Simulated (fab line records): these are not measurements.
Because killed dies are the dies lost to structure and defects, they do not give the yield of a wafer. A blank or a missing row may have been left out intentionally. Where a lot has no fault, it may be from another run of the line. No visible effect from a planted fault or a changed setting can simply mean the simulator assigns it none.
What tool caused it? ; flow n5Finfet ; Sampling: 15 lots, 44 wafers, 3 of 1938 route steps

## WHAT EACH GAUGE READ, for each wafer
N5_BEOL_M11_THK_MEAS_01. Usual: M11_ILD_THK typically reads 269 nm, with standard deviation 3.9.
lot;measured;on;M11_ILD_THK (nm);flag
L525;day 10 01:52;filmMetro-01;269 268 270;
L526;day 10 12:42;filmMetro-01;261 273;
L528;day 11 14:28;filmMetro-01;267 277 269;
L530;day 11 14:32;filmMetro-01;265 276 271;
L531;day 12 04:48;filmMetro-02;274 272 271;
L536;day 12 20:46;filmMetro-01;267 275 275;
L535;day 13 04:23;filmMetro-01;263 269 273;
L539;day 13 16:26;filmMetro-01;265 267 271;
L541;day 14 02:56;filmMetro-02;267 269 276;
L543;day 14 09:45;filmMetro-01;268 271 271;
L540;day 14 10:38;filmMetro-02;266 268 268;
L546;day 15 06:12;filmMetro-02;266 271 274;
L545;day 15 07:55;filmMetro-02;264 266 270;
L548;day 15 21:03;filmMetro-01;269 263 269;
L547;day 16 02:19;filmMetro-02;273 270 269;

N5_BEOL_M11_INSPECT_13: inspects for defects (brightfield). Usual: rawDefectCount 443, standard deviation 110.
lot;measured;on;rawDefectCount;flag
L525;day 10 03:06;defectInspect-02;577 508 441;
L526;day 10 14:56;defectInspect-01;634 400;
L528;day 11 18:28;defectInspect-01;198 248 303;
L530;day 11 18:31;defectInspect-01;502 410 598;
L531;day 12 06:17;defectInspect-02;449 468 417;
L536;day 12 22:21;defectInspect-01;449 673 878;
L535;day 13 05:28;defectInspect-01;521 413 420;
L539;day 13 18:04;defectInspect-01;543 398 397;
L541;day 14 07:40;defectInspect-02;497 446 553;
L543;day 14 11:45;defectInspect-02;435 511 410;
L540;day 14 12:04;defectInspect-02;339 431 543;
L546;day 15 08:19;defectInspect-01;457 360 353;
L545;day 15 08:49;defectInspect-02;462 399 500;
L548;day 16 00:04;defectInspect-02;460 303 485;
L547;day 16 04:43;defectInspect-01;321 377 334;

N5_BEOL_M11_CD_MEAS_18: pitch 140 nm, target cd 70 nm. Usual: cdNm 70.1 nm, standard deviation 0.84.
lot;measured;on;cdNm (nm);flag
L525;day 10 03:38;cdSem-02;68.6 69.9 69.3;
L526;day 10 15:36;cdSem-03;70.7 70.3;
L528;day 11 18:58;cdSem-01;69.9 68.9 69.5;
L530;day 11 19:06;cdSem-02;69.4 69.0 69.7;
L531;day 12 06:47;cdSem-03;70.4 70.6 71.2;
L536;day 12 22:51;cdSem-01;71.0 69.0 69.1;
L535;day 13 06:21;cdSem-03;70.3 70.4 69.4;
L539;day 13 19:09;cdSem-03;70.3 70.1 70.1;
L541;day 14 08:17;cdSem-01;71.7 69.9 69.9;
L543;day 14 12:19;cdSem-02;69.5 68.4 69.6;
L540;day 14 12:35;cdSem-03;69.5 69.6 69.4;
L546;day 15 08:56;cdSem-02;69.6 70.9 70.9;
L545;day 15 09:23;cdSem-02;71.3 70.2 69.3;
L548;day 16 00:34;cdSem-02;69.0 70.1 71.8;
L547;day 16 05:17;cdSem-01;69.9 69.8 69.9;

## WHAT TOOL EACH LOT RAN ON (gives the tool, then ch and the chambers of the sampled wafers, and finally the start)
Before these readings, the record contains no process step.

## WHAT THE TOOLS THEMSELVES READ (means of the sampled wafers that have a number; where no wafer has one, the mark that the record gives instead)
The record holds no such reading with a usual standard deviation.

## THE ANSWER, worked out from the rows above alone
Rule: a lot is off if the mean of its wafers that have a number lies more than 3 standard deviations from the usual mean. Also off: a lot with no number at a reading for which 4 or more lots have one. Any other lot the step has rows for is counted as sound. The gauges are gone through in route order, then the tools' own readings, and for those a lot's mean is taken as printed above. At the first step where some lot is off, the reading lying furthest off is the one used; lots without a number count as furthest.
Nothing can be told from this: no lot is off at any reading shown.

## WHAT WAS PUT IN BY THE SIMULATOR
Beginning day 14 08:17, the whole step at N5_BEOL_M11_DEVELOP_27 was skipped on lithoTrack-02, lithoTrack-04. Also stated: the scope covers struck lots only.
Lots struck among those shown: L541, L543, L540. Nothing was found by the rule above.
